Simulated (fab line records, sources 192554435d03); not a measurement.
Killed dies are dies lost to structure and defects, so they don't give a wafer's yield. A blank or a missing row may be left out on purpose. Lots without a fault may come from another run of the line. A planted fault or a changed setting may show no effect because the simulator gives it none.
fab line records | flow n5_finfet
record lots=6 wafers=18 last_day=18
route steps=1938 shown PASS1_DEP@1831 MIM_BOT@1832 MIM_TOP@1834 MIM_TOP_LITHO@1839 PASSIVATION@1936
lots that met no fault: from a run of the same line without faults
start_h: hours from the record's first day to the start of the lot's first wafer shown | wait_h: hours since the lot's step before | " the same as in the row above | L1.1+2: a row that stands for several wafers | - no value, or no start given | * or withheld: withheld | < > ~ a bound
route shown NAME@n: a module of which the file shows steps, and the number in the route of the first | usual: mean/standard deviation of fault-free wafers | same: alike in all rows | chamber/n: place in a boat | sites: the reading at each site | _std_site: their standard deviation | _edge_site: outer sites' mean less inner sites' | radius_mm: how far each site lies from the wafer's centre | mask NAME#n: copy n | behind: the tool/chamber that last shaped the wafer | hold: why the lot was held/for how many hours/how that ended | device: the transistor (n, p or np) that didn't switch | end of line: the same wafers' tests at the end of the route | a step without rows: its recipe alone | killed: dies lost to structure and defects at the first sort, not the wafer's yield | map: a wafer's dies, x killed, . not, _ none there
set.NAME: the setting as run; set.NAME@STEP: as run at that earlier step | model.NAME: the simulator's own value behind a step, which no gauge read
lots at some steps of the route; a table a step, a row a wafer
services: from which hour (start_h, from the record's first day; less than 0 if before it) a tool's chamber was out of use, for how many hours, and why
## steps
# step N5_PASSIVATION_PECVD_00
# recipe material=SiO2 target_thk_a=2000 temp_c=400 precursor=SiH4/N2O pressure_torr=2.7 rf_w=608 time_s=11.2
# step N5_MIM_BOT_DEGAS_01
# recipe ambient=vacuum temp_c=300 time_s=60
# usual heater_power_w=463/49
# columns lot.wafer tool chamber start_h wait_h heater_power_w
L476.2 pvd_sputter-03 - 257.41 2.8 414
L476.4 " - " " 447
L476.6 " - " " 452
L478.2 pvd_sputter-02 - 279.78 1.2 455
L478.3 " - " " 408
L478.5 " - " " 432
L489.1 pvd_sputter-01 - 358.47 1.6 468
L489.4 " - " " 442
L489.5 " - " " 520
L490.1 pvd_sputter-02 - 362.14 1.9 538
L490.5 " - " " 555
L490.6 " - " " 428
L494.1 pvd_sputter-03 - 382.29 2.8 439
L494.2 " - " " 406
L494.4 " - " " 417
L496.1 pvd_sputter-02 - 418.83 0.5 466
L496.2 " - " " 431
L496.4 " - " " 417
# step N5_MIM_BOT_SPUTTER_00
# recipe material=TiN target_thk_a=350 temp_c=200 power_w=3000 chamber_pressure_pa=0.49996 gas=Ar reactive_partial_pa=0.37997 time_s=89.7
# usual substrate_temp_c=200.02/0.16 throttle_valve_pct=29.7/1.2
# columns lot.wafer tool chamber start_h wait_h substrate_temp_c throttle_valve_pct
L476.2 pvd_sputter-03 - 257.45 0.0 199.96 30.1
L476.4 " - " " 199.78 31.2
L476.6 " - " " 199.89 28.3
L478.2 pvd_sputter-02 - 279.82 0.0 200.05 29.8
L478.3 " - " " 199.90 29.4
L478.5 " - " " 199.85 31.4
L489.1 pvd_sputter-01 - 358.51 0.0 200.08 30.3
L489.4 " - " " 200.41 30.2
L489.5 " - " " 200.00 27.2
L490.1 pvd_sputter-02 - 362.18 0.0 200.04 29.6
L490.5 " - " " 199.67 29.4
L490.6 " - " " 199.91 31.6
L494.1 pvd_sputter-03 - 382.33 0.0 199.89 28.4
L494.2 " - " " 200.01 30.3
L494.4 " - " " 200.05 29.0
L496.1 pvd_sputter-02 - 418.87 0.0 199.84 29.6
L496.2 " - " " 200.20 31.7
L496.4 " - " " 199.94 29.2
# step N5_MIM_TOP_ALD_00
# recipe material=Al2O3 target_thk_a=* temp_c=withheld ald_precursor_family=TMA ald_co_reactant=O3 pulse_time_s=withheld purge_time_s=3 co_reactant_purge_time_s=withheld co_reactant_pulse_time_s=3 ald_cycles=withheld
# usual precursor_pulse_height_rel=0.999/0.023
# columns lot.wafer tool chamber start_h wait_h precursor_pulse_height_rel
L476.2 ald_hk-03 0 257.55 0.1 1.008
L476.4 " 1 " " 0.993
L476.6 " 2 " " 0.998
L478.2 ald_hk-03 3 279.93 0.1 1.058
L478.3 " 0 " " 0.962
L478.5 " 1 " " 0.963
L489.1 ald_hk-02 3 358.61 0.1 1.024
L489.4 " 2 " " 0.998
L489.5 " 2 " " 0.997
L490.1 ald_hk-01 3 362.28 0.1 1.011
L490.5 " 0 " " 1.015
L490.6 " 3 " " 1.060
L494.1 ald_hk-02 0 382.43 0.1 1.030
L494.2 " 1 " " 0.983
L494.4 " 2 " " 1.010
L496.1 ald_hk-02 1 418.97 0.1 0.950
L496.2 " 3 " " 0.993
L496.4 " 2 " " 0.985
# step N5_MIM_TOP_ALD_01
# recipe material=HfO2 target_thk_a=56 temp_c=withheld ald_precursor_family=Hf-amide ald_co_reactant=O3 pulse_time_s=1 purge_time_s=3 co_reactant_purge_time_s=2 co_reactant_pulse_time_s=3 ald_cycles=62
# step N5_MIM_TOP_ALD_02
# recipe material=Al2O3 target_thk_a=* temp_c=withheld ald_precursor_family=TMA ald_co_reactant=O3 pulse_time_s=withheld purge_time_s=3 co_reactant_purge_time_s=withheld co_reactant_pulse_time_s=3 ald_cycles=withheld
# usual precursor_pulse_height_rel=0.997/0.018
# columns lot.wafer tool chamber start_h wait_h precursor_pulse_height_rel
L476.2 ald_hk-03 0 - - 0.989
L476.4 " 1 " " 1.006
L476.6 " 2 " " 0.980
L478.2 ald_hk-03 3 - - 1.016
L478.3 " 0 " " 1.009
L478.5 " 1 " " 0.979
L489.1 ald_hk-02 3 - - 0.992
L489.4 " 2 " " 0.998
L489.5 " 2 " " 1.008
L490.1 ald_hk-01 3 - - 1.001
L490.5 " 0 " " 0.988
L490.6 " 3 " " 0.964
L494.1 ald_hk-02 0 - - 1.013
L494.2 " 1 " " 0.993
L494.4 " 2 " " 0.988
L496.1 ald_hk-02 1 - - 0.981
L496.2 " 3 " " 0.993
L496.4 " 2 " " 0.983
# step N5_MIM_TOP_DEGAS_04
# recipe ambient=vacuum temp_c=300 time_s=60
# step N5_MIM_TOP_SPUTTER_03
# recipe material=TiN target_thk_a=350 temp_c=200 power_w=3000 chamber_pressure_pa=0.49996 gas=Ar reactive_partial_pa=0.37997 time_s=89.7
# usual substrate_temp_c=200.02/0.17 throttle_valve_pct=29.7/1.1
# columns lot.wafer tool chamber start_h wait_h substrate_temp_c throttle_valve_pct
L476.2 pvd_sputter-03 - 258.63 0.0 199.79 29.3
L476.4 " - " " 199.93 28.4
L476.6 " - " " 200.39 30.9
L478.2 pvd_sputter-03 - 280.53 0.0 200.21 29.1
L478.3 " - " " 200.06 30.3
L478.5 " - " " 200.38 28.3
L489.1 pvd_sputter-03 - 360.06 0.0 200.08 30.2
L489.4 " - " " 200.15 31.1
L489.5 " - " " 199.86 28.9
L490.1 pvd_sputter-03 - 363.42 0.0 199.81 28.4
L490.5 " - " " 199.91 28.3
L490.6 " - " " 200.01 29.2
L494.1 pvd_sputter-01 - 383.08 0.0 199.95 30.3
L494.2 " - " " 199.85 29.9
L494.4 " - " " 200.15 27.1
L496.1 pvd_sputter-01 - 419.47 0.0 200.01 27.3
L496.2 " - " " 200.13 30.0
L496.4 " - " " 200.05 30.0
# step N5_MIM_TOP_LITHO_HMDS_01
# recipe time_s=60 temp_c=120
# step N5_MIM_TOP_LITHO_COAT_02
# recipe spin_rpm=* resist_thk_nm=*
# step N5_MIM_TOP_LITHO_EBR_04
# recipe solvent=PGMEA ebr_width_mm=1.5
# step N5_MIM_TOP_LITHO_SOFTBAKE_03
# recipe temp_c=100 time_s=90
# step N5_MIM_TOP_LITHO_EXPOSE_05
# recipe mask_id=MIM_TOP na=0.55 source_shape=conventional sigma_outer=0.8 polarization=unpolarized target_cd_nm=2000 dose_mj=20.5
# usual exposure_dose_mJ_cm2=20.482/0.019
# columns lot.wafer tool chamber start_h wait_h mask exposure_dose_mJ_cm2
L476.2 krf_scanner-01 0 259.02 - MIM_TOP#0 20.489
L476.4 " 0 " " MIM_TOP#0 20.492
L476.6 " 0 " " MIM_TOP#0 20.484
L478.2 krf_scanner-02 0 280.75 - MIM_TOP#0 20.467
L478.3 " 0 " " MIM_TOP#0 20.473
L478.5 " 0 " " MIM_TOP#0 20.489
L489.1 krf_scanner-01 0 360.28 - MIM_TOP#0 20.998
L489.4 " 0 " " MIM_TOP#0 21.012
L489.5 " 0 " " MIM_TOP#0 21.023
L490.1 krf_scanner-01 0 363.64 - MIM_TOP#0 20.887
L490.5 " 0 " " MIM_TOP#0 20.906
L490.6 " 0 " " MIM_TOP#0 20.925
L494.1 krf_scanner-02 0 383.42 - MIM_TOP#0 20.472
L494.2 " 0 " " MIM_TOP#0 20.488
L494.4 " 0 " " MIM_TOP#0 20.475
L496.1 krf_scanner-02 0 419.83 - MIM_TOP#0 20.488
L496.2 " 0 " " MIM_TOP#0 20.484
L496.4 " 0 " " MIM_TOP#0 20.481
# step N5_MIM_TOP_LITHO_PEB_06
# recipe peb_temp_c=withheld peb_time_s=*
# step N5_MIM_TOP_LITHO_DEVELOP_07
# recipe develop_time_s=60 rinse_liquid=diw dry=air_spin dev_temp_c=21
# step N5_MIM_TOP_LITHO_HARDBAKE_09
# recipe temp_c=130 time_s=120
# step N5_MIM_TOP_LITHO_CD_MEAS_08
# recipe target_cd_nm=2000 landing_energy_ev=500 detector=se_inlens
# usual cd_nm=1999.4/1.7
# columns lot.wafer tool chamber start_h wait_h cd_nm
L476.2 cd_sem-02 0 259.19 - 1999.1
L476.4 " 0 " " 1998.4
L476.6 " 0 " " 1999.5
L478.2 cd_sem-03 0 280.92 - 2000.7
L478.3 " 0 " " 1999.7
L478.5 " 0 " " 2000.2
L489.1 cd_sem-02 0 360.45 - 1993.4
L489.4 " 0 " " 1998.6
L489.5 " 0 " " 1996.1
L490.1 cd_sem-03 0 363.81 - 1991.1
L490.5 " 0 " " 1995.2
L490.6 " 0 " " 1994.1
L494.1 cd_sem-03 0 383.59 - 2001.9
L494.2 " 0 " " 1999.9
L494.4 " 0 " " 2000.4
L496.1 cd_sem-03 0 420.00 - 1997.8
L496.2 " 0 " " 1998.8
L496.4 " 0 " " 1999.0
# step N5_MIM_TOP_LITHO_OVL_MEAS_11
# recipe points_per_wafer=44
# usual MIM_TOP_OVL=-1/5.4
# columns lot.wafer tool chamber start_h wait_h MIM_TOP_OVL[nm]
L476.2 overlay-02 0 259.22 0.0 3
L476.4 " 0 " " 0
L476.6 " 0 " " -2
L478.2 overlay-02 0 280.95 0.0 0
L478.3 " 0 " " -1
L478.5 " 0 " " -3
L489.1 overlay-02 0 360.48 0.0 1
L489.4 " 0 " " 1
L489.5 " 0 " " 8
L490.1 overlay-01 0 363.84 0.0 0
L490.5 " 0 " " -1
L490.6 " 0 " " -12
L494.1 overlay-02 0 383.62 0.0 4
L494.2 " 0 " " -4
L494.4 " 0 " " 2
L496.1 overlay-02 0 420.03 0.0 -2
L496.2 " 0 " " -5
L496.4 " 0 " " -2
# step N5_PASSIVATION_PROBE_49
# usual defect_limited_yield=91.4/1.5 killed_at_M0_to_M3=35/12 killed_at_M4_up=13/5.8 killed_at_contacts=12/5.5 killed_at_front_end=36/9.9 killed_at_other=4/3.7 killed_dies=101/18 killed_open=66/13 killed_short=33/8 sort_bin_4_leakage=0.00/0.016 sort_bin_5_function=5.0/1 sort_bin_6_memory=3.2/0.67 sort_bin_8_speed=0.00/0.0099 sort_n_pass=1079/18 sort_yield_pct=91.4/1.5
# same gross_dies=1180 killed_at_back_side=0
# columns lot.wafer tool chamber start_h wait_h defect_limited_yield[%] killed_at_M0_to_M3 killed_at_M4_up killed_at_contacts killed_at_front_end killed_at_other killed_dies killed_open killed_short sort_bin_4_leakage[%] sort_bin_5_function[%] sort_bin_6_memory[%] sort_bin_8_speed[%] sort_n_pass sort_yield_pct[%]
L476.2 prober-01 - 270.83 0.1 92.1 47 15 9 21 1 93 62 31 0 4.9 2.6 0 1087 92.1
L476.4 prober-01 - 270.93 0.2 92.5 26 15 15 30 2 88 59 29 0 4.7 2.4 0 1092 92.5
L476.6 prober-01 - 271.03 0.3 93.0 36 14 6 26 1 83 58 25 0 3.6 3.1 0 1097 93.0
L478.2 prober-01 - 290.79 0.1 91.8 13 6 13 60 5 97 71 26 0 4.9 3.1 0 1083 91.8
L478.3 prober-01 - 290.84 0.1 90.8 35 9 16 42 6 108 71 29 0 4.7 3.5 0 1072 90.8
L478.5 prober-01 - 290.94 0.2 92.1 24 18 11 35 5 93 62 31 0 5.0 2.7 0 1087 92.1
L489.4 prober-02 - 372.25 0.2 92.3 33 15 6 33 4 91 56 34 0 4.5 3.1 0 1089 92.3
L490.1 prober-01 - 373.91 0.0 92.4 23 15 13 35 4 90 59 31 0 4.4 2.6 0 1090 92.4
L490.5 prober-01 - 374.11 0.2 91.6 41 6 11 37 4 99 68 30 0 5.2 3.0 0 1081 91.6
L490.6 prober-01 - 374.16 0.3 90.8 41 18 6 37 7 109 67 39 0 5.4 3.1 0 1071 90.8
L496.1 prober-02 - 429.48 0.0 92.7 31 5 10 38 2 86 54 28 0 4.5 2.3 0.08 1094 92.7
L496.2 prober-02 - 429.53 0.1 93.8 31 7 7 28 0 73 42 30 0 4.1 1.9 0 1107 93.8
L496.4 prober-02 - 429.63 0.2 92.3 27 6 12 43 3 91 58 31 0 4.7 2.6 0 1089 92.3
# killed by level:class
L476.2 BEOL_M0_SAQP:geometric_particle:short=14 BEOL_M0_SAQP:geometric_particle:open=13 BEOL_M3:geometric_particle:open=8 MOL_CONTACT_COAG:geometric_particle:open=8 BEOL_M4:geometric_particle:open=8 BEOL_M1:geometric_particle:short=6 FIN_SAQP:geometric_particle:open=5 DUMMY_GATE:geometric_particle:open=5
L476.4 MOL_CONTACT_COAG:geometric_particle:open=13 GATE_CUT:geometric_particle:short=8 BEOL_M0_SAQP:geometric_particle:open=8 BEOL_M4:geometric_particle:open=8 FIN_SAQP:geometric_particle:open=6 BEOL_M3:geometric_particle:open=6 FIN_SAQP:geometric_particle:short=4 DUMMY_GATE:geometric_particle:open=4
L476.6 FIN_SAQP:geometric_particle:open=14 BEOL_M0_SAQP:geometric_particle:short=10 BEOL_M4:geometric_particle:open=10 BEOL_M3:geometric_particle:open=9 BEOL_M0_SAQP:geometric_particle:open=6 BEOL_M2:geometric_particle:open=6 FIN_SAQP:geometric_particle:short=4 MOL_CONTACT_COAG:geometric_particle:open=4
L478.2 FIN_SAQP:geometric_particle:open=25 MOL_CONTACT_COAG:geometric_particle:open=9 FIN_SAQP:geometric_particle:short=8 STI_FIN_REVEAL:geometric_particle:open=5 DUMMY_GATE:geometric_particle:open=5 BEOL_M3:geometric_particle:open=5 MOL_CONTACT_COAG:geometric_particle:short=4 GATE_CUT:geometric_particle:open=4
L478.3 MOL_CONTACT_COAG:geometric_particle:open=14 BEOL_M0_SAQP:geometric_particle:open=12 BEOL_M0_SAQP:geometric_particle:short=9 HKMG_FIN:area_etch=8 FIN_SAQP:geometric_particle:short=6 FIN_SAQP:geometric_particle:open=6 STI_FIN_REVEAL:geometric_particle:open=5 BEOL_M2:geometric_particle:open=5
L478.5 FIN_SAQP:geometric_particle:open=11 MOL_CONTACT_COAG:geometric_particle:open=11 FIN_SAQP:geometric_particle:short=9 BEOL_M4:geometric_particle:open=7 BEOL_M0_SAQP:geometric_particle:short=6 BEOL_M0_SAQP:geometric_particle:open=6 STI_FIN_REVEAL:geometric_particle:open=5 DUMMY_GATE:geometric_particle:open=4
L489.4 BEOL_M3:geometric_particle:open=8 FIN_SAQP:geometric_particle:open=7 BEOL_M2:geometric_particle:open=7 STI_FIN_REVEAL:geometric_particle:open=6 ILD0:geometric_particle:short=6 BEOL_M1:geometric_particle:open=5 STARTING-WAFER:geometric_particle:short=4 DUMMY_GATE:geometric_particle:open=4
L490.1 FIN_SAQP:geometric_particle:open=11 BEOL_M0_SAQP:geometric_particle:open=10 MOL_CONTACT_COAG:geometric_particle:open=9 BEOL_M3:geometric_particle:open=7 FIN_SAQP:geometric_particle:short=6 GATE_CUT:geometric_particle:short=6 STI_FIN_REVEAL:geometric_particle:open=4 MOL_CONTACT_COAG:geometric_particle:short=4
L490.5 BEOL_M0_SAQP:geometric_particle:short=11 MOL_CONTACT_COAG:geometric_particle:open=10 STI_FIN_REVEAL:geometric_particle:open=7 BEOL_M0_SAQP:geometric_particle:open=7 BEOL_M2:geometric_particle:open=7 BEOL_M3:geometric_particle:open=7 FIN_SAQP:geometric_particle:open=6 STARTING-WAFER:geometric_particle:short=5
L490.6 BEOL_M0_SAQP:geometric_particle:short=15 BEOL_M0_SAQP:geometric_particle:open=12 FIN_SAQP:geometric_particle:short=8 STI_FIN_REVEAL:geometric_particle:open=6 BEOL_M4:geometric_particle:open=6 FIN_SAQP:geometric_particle:open=5 GATE_CUT:geometric_particle:short=5 MOL_CONTACT_COAG:geometric_particle:open=5
L496.1 MOL_CONTACT_COAG:geometric_particle:open=10 BEOL_M2:geometric_particle:open=10 FIN_SAQP:geometric_particle:open=7 BEOL_M0_SAQP:geometric_particle:short=7 FIN_SAQP:geometric_particle:short=6 BEOL_M0_SAQP:geometric_particle:open=6 STI_FIN_REVEAL:geometric_particle:open=4 ILD0:geometric_particle:short=4
L496.2 BEOL_M0_SAQP:geometric_particle:short=12 FIN_SAQP:geometric_particle:open=8 DUMMY_GATE:geometric_particle:open=6 BEOL_M3:geometric_particle:open=6 MOL_CONTACT_COAG:geometric_particle:open=5 FIN_SAQP:geometric_particle:short=4 BEOL_M0_SAQP:geometric_particle:open=4 GATE_CUT:geometric_particle:open=3
L496.4 FIN_SAQP:geometric_particle:open=10 MOL_CONTACT_COAG:geometric_particle:open=10 BEOL_M0_SAQP:geometric_particle:short=9 FIN_SAQP:geometric_particle:short=7 DUMMY_GATE:geometric_particle:open=5 STI_FIN_REVEAL:geometric_particle:open=5 BEOL_M0_SAQP:geometric_particle:open=5 STARTING-WAFER:geometric_particle:open=5
## services
# columns tool chamber start_h hours kind
ald_hk-03 - 268.97 6.0 pm
krf_scanner-01 - 279.65 1.0 pm
krf_scanner-01 - 287.93 2.7 repair
krf_scanner-02 - 299.29 0.8 pm
ald_hk-03 - 354.04 2.8 pm
krf_scanner-01 0 356.39 - calibration
krf_scanner-02 - 359.67 3.6 pm
krf_scanner-02 0 375.92 - calibration
krf_scanner-01 - 383.21 1.3 pm
krf_scanner-01 - 398.44 4.0 pm
krf_scanner-02 - 402.46 1.0 pm
krf_scanner-02 - 403.46 4.0 pm
krf_scanner-02 - 407.48 1.3 pm
## key
first_sign step=N5_MIM_TOP_LITHO_EXPOSE_05 reading=exposure_dose_mJ_cm2 direction=up sigmas=24 usual=20.482 struck=20.959
effect step=N5_MIM_TOP_LITHO_CD_MEAS_08 reading=cd_nm direction=down sigmas=2.8 usual=1999.4 struck=1994.7 through=control_loop
met_at N5_MIM_TOP_LITHO_EXPOSE_05
struck_wafers L489.1,L489.4,L489.5,L490.1,L490.5,L490.6
loop_trim step=N5_MIM_TOP_LITHO_EXPOSE_05 setting=dose lots=L490
onset_between 259.02 360.28
fault kind=process_parameter_drift tool=krf_scanner-01 chamber=- onset_h=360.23 steps=N5_MIM_TOP_LITHO_EXPOSE_05 channel=dose_mj offset=0.52613 shape=step acts_in=these_recipes_only stated=20.5
# loop_trim: a control loop set the setting to another value than it would have without faults
